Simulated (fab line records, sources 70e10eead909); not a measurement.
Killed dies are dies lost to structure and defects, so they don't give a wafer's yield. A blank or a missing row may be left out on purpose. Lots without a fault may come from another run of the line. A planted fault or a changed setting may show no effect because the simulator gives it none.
Which tool did it? | flow nand_harc | 11 lots, 33 wafers sampled, at 6 steps of a route of 1302

WHAT THE GAUGES READ, wafer by wafer
NHARC_A_SIN_REMOVE_INSPECT_04. Usual: raw_defect_count 393, standard deviation 93.
lot  | measured     | on                | raw_defect_count | flag
L710 | day 20 17:20 | defect_inspect-02 | 404 476 398      |
L713 | day 21 15:01 | defect_inspect-02 | 305 418 384      |
L719 | day 24 00:51 | defect_inspect-02 | 918 1022 882     | OFF
L718 | day 24 04:47 | defect_inspect-01 | 694 848 869      | OFF
L725 | day 27 11:11 | defect_inspect-01 | 391 455 420      |
L726 | day 27 19:25 | defect_inspect-01 | 370 479 431      |
L729 | day 28 04:36 | defect_inspect-02 | 380 337 387      |
L728 | day 28 04:36 | defect_inspect-01 | 303 322 345      |
L727 | day 28 08:23 | defect_inspect-02 | 575 559 342      |
L730 | day 29 02:11 | defect_inspect-01 | 311 406 383      |
L732 | day 29 06:29 | defect_inspect-01 | 367 436 346      |

NHARC_END_SORT_01. Usual: killed_at_array 55, standard deviation 23; killed_at_other 1.0, standard deviation 1.2; killed_at_periphery 3.2, standard deviation 2.7; killed_dies 59, standard deviation 23; killed_open 3.1, standard deviation 1.6; killed_short 2.2, standard deviation 1.5.
lot  | measured     | on        | killed_at_array | killed_at_other | killed_at_periphery | killed_dies | killed_open | killed_short | flag
L719 | day 28 01:38 | prober-02 | 116 154 141     | 4 4 4           | 4 2 1               | 124 160 146 | 6 2 0       | 3 2 4        | OFF
L718 | day 28 09:23 | prober-01 | 89 102 67       | 2 2 0           | 1 6 7               | 92 110 74   | 0 4 1       | 0 0 0        |

WHICH TOOL RAN EACH LOT (tool, then ch and the chambers of the sampled wafers, then the start)
lot  | NHARC_A_SGD_CUT_STRIP_28                      | NHARC_A_SLIT_DEP_23             | NHARC_A_SLIT_ETCH_29               | NHARC_A_WL_FILL_ETCHBACK_16
L710 | rie_diel-12 ch 0,1,3, day 20 03:31 or earlier | pecvd-03 ch 0,2, day 20 03:31   | rie_diel-10 ch 0,1,3, day 20 10:09 | rie_diel-01 ch 0,1,2, no start
L713 | rie_diel-03 ch 0,1, day 21 01:08 or earlier   | pecvd-01 ch 0,1,2, day 21 01:08 | rie_diel-10 ch 1,2,3, day 21 07:45 | rie_diel-01 ch 1,2, no start
L719 | rie_diel-06 ch 0,1, day 23 11:23 or earlier   | pecvd-01 ch 1,2, day 23 11:23   | rie_diel-04 ch 0,1,3, day 23 18:43 | rie_diel-07 ch 0,2, day 28 01:38 or earlier
L718 | rie_diel-03 ch 0,3, day 23 11:29 or earlier   | pecvd-02 ch 0,1, day 23 11:29   | rie_diel-04 ch 1,2, day 23 21:35   | rie_diel-07 ch 0,2,3, day 28 09:23 or earlier
L725 | rie_diel-03 ch 1,2,3, day 26 15:53            | pecvd-03 ch 1,2, day 26 21:25   | rie_diel-05 ch 0,1,2, day 27 04:01 | rie_diel-13 ch 0,2,3, no start
L726 | rie_diel-06 ch 0,2,3, day 26 23:52            | pecvd-02 ch 1,2, day 27 05:35   | rie_diel-10 ch 2,3, day 27 12:07   | rie_diel-01 ch 1,3, no start
L729 | rie_diel-12 ch 0,3, day 27 15:40 or earlier   | pecvd-01 ch 1,2, day 27 15:40   | rie_diel-05 ch 0,2,3, day 27 22:17 | rie_diel-07 ch 0,1,2, no start
L728 | rie_diel-03 ch 0,1, day 27 14:56 or earlier   | pecvd-01 ch 0,1,2, day 27 14:56 | rie_diel-04 ch 0,3, day 27 21:23   | rie_diel-13 ch 2,3, no start
L727 | rie_diel-06 ch 0,2,3, day 27 17:29 or earlier | pecvd-01 ch 1,2, day 27 17:29   | rie_diel-05 ch 1,2,3, day 28 01:13 | rie_diel-13 ch 0,1,3, no start
L730 | rie_diel-06 ch 0,2,3, day 28 11:50 or earlier | pecvd-02 ch 0,1,2, day 28 11:50 | rie_diel-04 ch 1,3, day 28 19:07   | rie_diel-07 ch 0,3, no start
L732 | rie_diel-06 ch 0,1,2, day 28 16:23 or earlier | pecvd-03 ch 0,1, day 28 16:23   | rie_diel-04 ch 0,1,2, day 28 23:17 | rie_diel-01 ch 0,2,3, no start
- NHARC_A_SGD_CUT_STRIP_28: strips in O2, time 20 s.
- NHARC_A_SLIT_DEP_23: deposits SiON, target thk 100 nm.
- NHARC_A_SLIT_ETCH_29: etches the open film in CF4/O2, target depth 100 nm, overetch 10 nm, time 55 s.
- NHARC_A_WL_FILL_ETCHBACK_16: etches the open film in C4F8/O2/Ar, target depth 120 nm, time 24 s.

WHAT THE TOOLS THEMSELVES READ (means of the sampled wafers that have a number; where no wafer has one, the mark that the record gives instead)
NHARC_A_SGD_CUT_STRIP_28. Usual: drypump_motor_current_A 5.4 A, standard deviation 0.47; oes_product_au 1.001 a.u., standard deviation 0.0099; rf_vpp_V 57.9 V, standard deviation 0.91; showerhead_plenum_p_Torr 3.55 Torr, standard deviation 0.14; throttle_valve_pct 17.037 %, standard deviation 0.01.
lot  | tool        | drypump_motor_current_A (A) | oes_product_au (a.u.) | rf_vpp_V (V) | showerhead_plenum_p_Torr (Torr) | throttle_valve_pct (%) | flag
L710 | rie_diel-12 | 5.4                         | 0.995                 | 58.1         | 3.60                            | 17.043                 |
L713 | rie_diel-03 | 5.2                         | 0.994                 | 58.4         | 3.44                            | 17.041                 |
L719 | rie_diel-06 | 5.5                         | 0.998                 | 57.9         | 3.67                            | 17.021                 |
L718 | rie_diel-03 | 5.3                         | 0.992                 | 58.2         | 3.49                            | 17.036                 |
L725 | rie_diel-03 | 5.5                         | 1.007                 | 57.1         | 3.55                            | 17.029                 |
L726 | rie_diel-06 | 5.5                         | 0.992                 | 57.0         | 3.54                            | 17.028                 |
L729 | rie_diel-12 | 5.2                         | 1.007                 | 58.5         | 3.62                            | 17.034                 |
L728 | rie_diel-03 | 5.2                         | 0.994                 | 56.8         | 3.43                            | 17.033                 |
L727 | rie_diel-06 | 5.5                         | 1.001                 | 57.9         | 3.54                            | 17.048                 |
L730 | rie_diel-06 | 5.5                         | 0.995                 | 58.6         | 3.54                            | 17.036                 |
L732 | rie_diel-06 | 5.4                         | 0.991                 | 58.3         | 3.55                            | 17.035                 |

NHARC_A_SLIT_DEP_23. Usual: heater_power_w 706 W, standard deviation 87.
lot  | tool     | heater_power_w (W) | flag
L710 | pecvd-03 | 785                |
L713 | pecvd-01 | 646                |
L719 | pecvd-01 | 652                |
L718 | pecvd-02 | 675                |
L725 | pecvd-03 | 718                |
L726 | pecvd-02 | 695                |
L729 | pecvd-01 | 594                |
L728 | pecvd-01 | 673                |
L727 | pecvd-01 | 677                |
L730 | pecvd-02 | 759                |
L732 | pecvd-03 | 778                |

NHARC_A_SLIT_ETCH_29. Usual: drypump_motor_current_A 5.8 A, standard deviation 0.46; oes_product_au 0.997 a.u., standard deviation 0.01; rf_vpp_V 198.0 V, standard deviation 1.3; showerhead_plenum_p_Torr 1.34 Torr, standard deviation 0.051; throttle_valve_pct 13.398 %, standard deviation 0.009.
lot  | tool        | drypump_motor_current_A (A) | oes_product_au (a.u.) | rf_vpp_V (V) | showerhead_plenum_p_Torr (Torr) | throttle_valve_pct (%) | flag
L710 | rie_diel-10 | 5.6                         | 0.993                 | 198.6        | 1.32                            | 13.398                 |
L713 | rie_diel-10 | 5.6                         | 0.991                 | 198.8        | 1.37                            | 13.402                 |
L719 | rie_diel-04 | 5.6                         | 1.003                 | 197.9        | 1.31                            | 13.391                 |
L718 | rie_diel-04 | 5.9                         | 0.998                 | 198.8        | 1.35                            | 13.404                 |
L725 | rie_diel-05 | 6.1                         | 0.991                 | 199.0        | 1.37                            | 13.396                 |
L726 | rie_diel-10 | 5.6                         | 1.003                 | 198.4        | 1.40                            | 13.397                 |
L729 | rie_diel-05 | 5.7                         | 1.008                 | 197.8        | 1.35                            | 13.394                 |
L728 | rie_diel-04 | 5.9                         | 1.002                 | 198.0        | 1.31                            | 13.408                 |
L727 | rie_diel-05 | 6.0                         | 0.997                 | 198.6        | 1.37                            | 13.400                 |
L730 | rie_diel-04 | 5.6                         | 0.990                 | 197.8        | 1.30                            | 13.406                 |
L732 | rie_diel-04 | 5.8                         | 0.996                 | 197.3        | 1.32                            | 13.397                 |

NHARC_A_WL_FILL_ETCHBACK_16. Usual: oes_product_au 0.986 a.u., standard deviation 0.029; rf_vpp_V 724 V, standard deviation 4.2.
lot  | tool        | oes_product_au (a.u.) | rf_vpp_V (V) | flag
L710 | rie_diel-01 | 0.918                 | 725          |
L713 | rie_diel-01 | 0.994                 | 723          |
L719 | rie_diel-07 | 1.002                 | 721          |
L718 | rie_diel-07 | 1.007                 | 719          |
L725 | rie_diel-13 | 1.004                 | 725          |
L726 | rie_diel-01 | 1.008                 | 722          |
L729 | rie_diel-07 | 1.019                 | 723          |
L728 | rie_diel-13 | 0.925                 | 727          |
L727 | rie_diel-13 | 0.996                 | 726          |
L730 | rie_diel-07 | 0.990                 | 718          |
L732 | rie_diel-01 | 0.936                 | 723          |

THE ANSWER, worked out from the rows above alone
Rule: a lot is off if the mean of its wafers that have a number lies more than 3 standard deviations from the usual mean. A lot without any number at a reading at which 4 lots or more have one is off too. The other lots that the step has rows for count as sound. The gauges are gone through in route order, then the tools' own readings, and for those a lot's mean is taken as printed above. The first step at which some lot is off is used, and at that step the reading that is off furthest; a lot without a number counts as furthest.
Off: L719, L718, at NHARC_A_SIN_REMOVE_INSPECT_04 (raw_defect_count).
A tool fits if, at a process step before that reading, it ran every lot that is off, and no sound lot after the first of them. The gauges at NHARC_A_SIN_REMOVE_INSPECT_04 are tried like those tools. NHARC_A_SGD_CUT_STRIP_28 gives no start for some lots, so the hours and the order of its lots are those of NHARC_A_SLIT_DEP_23. None of those tried fits.

WHAT THE SIMULATOR HAD PUT IN
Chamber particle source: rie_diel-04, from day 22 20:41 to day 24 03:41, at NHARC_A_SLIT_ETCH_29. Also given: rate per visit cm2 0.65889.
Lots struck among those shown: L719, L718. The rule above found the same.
